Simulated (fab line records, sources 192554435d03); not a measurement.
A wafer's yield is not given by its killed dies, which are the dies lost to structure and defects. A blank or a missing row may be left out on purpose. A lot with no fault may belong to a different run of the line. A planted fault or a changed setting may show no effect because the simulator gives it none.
Which of the tools did it? -- flow n5Finfet -- Sampling: 24 lots, 72 wafers, 3 of 1938 route steps

WHAT EACH GAUGE READ, for each wafer
N5_BEOL_M0_SAQP_THK_MEAS_05.
lot,measured,on,thkNm (nm)
L074,day 5 13:53,filmMetro-01,59.6 59.5 61.2
L075,day 5 19:41,filmMetro-02,58.6 59.3 59.9
L076,day 5 23:06,filmMetro-01,58.7 59.1 59.5
L077,day 6 03:00,filmMetro-02,60.0 60.8 61.7
L078,day 6 12:44,filmMetro-02,58.9 60.6 60.1
L079,day 6 17:19,filmMetro-01,59.7 58.7 59.9
L080,day 7 01:02,filmMetro-02,58.4 58.8 59.7
L081,day 7 05:36,filmMetro-02,59.4 60.9 61.2
L082,day 7 09:39,filmMetro-02,60.1 60.6 61.4
L083,day 7 17:14,filmMetro-01,59.3 61.7 60.5
L084,day 7 21:48,filmMetro-01,59.1 60.2 60.1
L085,day 8 06:46,filmMetro-01,59.5 60.1 61.2
L086,day 8 13:29,filmMetro-02,60.9 60.4 60.7
L087,day 8 19:38,filmMetro-01,59.9 60.7 60.7
L088,day 9 00:45,filmMetro-01,59.1 59.4 59.4
L089,day 9 13:32,filmMetro-02,60.7 60.9 61.5
L090,day 9 18:35,filmMetro-02,60.6 60.1 61.5
L091,day 10 08:46,filmMetro-02,59.5 59.2 60.2
L092,day 10 12:28,filmMetro-02,59.7 59.5 60.3
L093,day 10 16:12,filmMetro-02,59.6 61.2 60.5
L094,day 10 20:40,filmMetro-01,58.8 60.1 59.9
L095,day 10 23:53,filmMetro-02,61.2 60.5 60.3
L096,day 11 07:41,filmMetro-02,60.1 60.1 60.2
L097,day 11 11:12,filmMetro-01,58.5 58.5 59.3

N5_BEOL_M0_SAQP_OVL_MEAS_15.
lot,measured,on,M0_CORE_OVL (nm)
L074,day 5 14:25,overlay-01,0.4 0.3 0.7
L075,day 5 20:11,overlay-01,-0.2 1.6 -0.4
L076,day 5 23:37,overlay-02,-0.5 -1.0 -1.7
L077,day 6 03:31,overlay-01,-0.1 1.2 -0.3
L078,day 6 13:15,overlay-02,0.2 0.1 0.1
L079,day 6 17:50,overlay-01,-1.3 -1.4 -0.8
L080,day 7 01:32,overlay-02,0.0 -0.2 0.8
L081,day 7 06:07,overlay-01,0.4 0.1 -0.3
L082,day 7 10:10,overlay-02,-0.1 -1.1 0.2
L083,day 7 17:37,overlay-02,-0.9 -0.6 -0.7
L084,day 7 22:11,overlay-01,-1.1 -0.9 0.3
L085,day 8 07:17,overlay-02,-0.1 0.7 0.2
L086,day 8 13:59,overlay-02,0.7 1.5 1.7
L087,day 8 20:02,overlay-01,0.8 0.7 0.6
L088,day 9 01:08,overlay-01,-1.1 -0.4 -0.4
L089,day 9 14:05,overlay-01,-2.2 -0.6 -0.3
L090,day 9 18:58,overlay-01,-0.1 1.5 -0.7
L091,day 10 09:13,overlay-01,-0.2 0.3 -1.0
L092,day 10 13:00,overlay-01,0.3 -0.7 0.0
L093,day 10 16:43,overlay-01,-1.7 0.7 0.1
L094,day 10 21:11,overlay-01,-0.3 -1.1 -0.6
L095,day 11 00:17,overlay-02,0.9 0.3 -0.6
L096,day 11 08:05,overlay-01,-0.1 0.2 -0.4
L097,day 11 11:43,overlay-01,1.0 0.4 0.5

WHICH TOOL RAN EACH LOT (tool, then ch and the chambers of the sampled wafers, then the start)
lot,N5_BEOL_M0_SAQP_HM_DEP_111
L074,"pecvd-04 ch 0,1,2, day 5 13:56"
L075,"pecvd-01 ch 1,2, day 5 19:43"
L076,"pecvd-01 ch 0,1,2, day 5 23:08"
L077,"pecvd-03 ch 1,2, day 6 03:02"
L078,"pecvd-03 ch 1,2, day 6 12:47"
L079,"pecvd-03 ch 0,1,2, day 6 17:22"
L080,"pecvd-04 ch 1,2, day 7 01:04"
L081,"pecvd-03 ch 0,1, day 7 05:38"
L082,"pecvd-04 ch 0,2, day 7 09:41"
L083,"pecvd-04 ch 0,1, day 7 17:16"
L084,"pecvd-03 ch 0,1,2, day 7 21:50"
L085,"pecvd-04 ch 0,1, day 8 06:48"
L086,"pecvd-03 ch 0,1,2, day 8 13:31"
L087,"pecvd-04 ch 0,2, day 8 19:40"
L088,"pecvd-01 ch 0,1,2, day 9 00:47"
L089,"pecvd-01 ch 0,1, day 9 13:35"
L090,"pecvd-04 ch 0,2, day 9 18:37"
L091,"pecvd-03 ch 0,1, day 10 08:49"
L092,"pecvd-03 ch 0,1, day 10 12:30"
L093,"pecvd-01 ch 0,1,2, day 10 16:14"
L094,"pecvd-04 ch 0,1,2, day 10 20:42"
L095,"pecvd-04 ch 0,1,2, day 10 23:57"
L096,"pecvd-04 ch 0,1,2, day 11 07:44"
L097,"pecvd-01 ch 0,2, day 11 11:14"
- N5_BEOL_M0_SAQP_HM_DEP_111: deposits SiO2 from SiH4/N2O, target thk 12 nm, time 7.2 s.

WHAT THE TOOLS THEMSELVES READ (means of the sampled wafers that have a number; where no wafer has one, the mark that the record gives instead)
N5_BEOL_M0_SAQP_HM_DEP_111.
lot,tool,chamberPressureTorr (Torr),heaterPowerW (W),rfFwdPowerW (W),showerheadPlenumPTorr (Torr)
L074,pecvd-04,0.7494,722,271.6,8.14
L075,pecvd-01,0.7478,789,271.2,8.33
L076,pecvd-01,0.7514,829,272.1,8.30
L077,pecvd-03,0.7517,706,272.7,7.97
L078,pecvd-03,0.7504,731,272.1,7.98
L079,pecvd-03,0.7498,697,271.8,7.95
L080,pecvd-04,0.7489,681,273.0,8.11
L081,pecvd-03,0.7494,769,272.0,7.93
L082,pecvd-04,0.7504,738,273.7,8.17
L083,pecvd-04,0.7485,743,272.0,8.18
L084,pecvd-03,0.7499,729,272.2,7.95
L085,pecvd-04,0.7499,739,273.2,8.18
L086,pecvd-03,0.7483,724,272.3,7.95
L087,pecvd-04,0.7494,774,273.5,8.18
L088,pecvd-01,0.7500,830,273.2,8.32
L089,pecvd-01,0.7516,817,273.6,8.32
L090,pecvd-04,0.7521,706,274.0,8.09
L091,pecvd-03,0.7506,737,271.3,7.94
L092,pecvd-03,0.7500,739,271.8,7.93
L093,pecvd-01,0.7504,791,272.3,8.30
L094,pecvd-04,0.7519,732,272.9,8.14
L095,pecvd-04,0.7503,751,272.3,8.16
L096,pecvd-04,0.7497,718,274.1,8.14
L097,pecvd-01,0.7489,786,271.6,8.26

THE ANSWER, worked out from the rows above alone
Rule: the usual values come from the lots themselves. The widest of any qualifying gaps counts: lots, ordered by their means at a reading, are off when they make up no more than a third of the lots, leave a main group of 4 or more, and stand apart from it by 3 or more times the standard deviation of that group's means. Not used: any main group whose means are identical at the precision the tables above print for the reading. A lot without any number at a reading at which 4 lots or more have one is off too. All remaining lots with rows at the step are treated as sound. First the gauges in route order, then the tools' own readings, where a lot's mean is used as printed above. At the first step where some lot is off, the reading lying furthest off is the one used; lots without a number count as furthest.
None of the lots is off at any reading shown; this tells nothing.

WHAT THE SIMULATOR PUT IN
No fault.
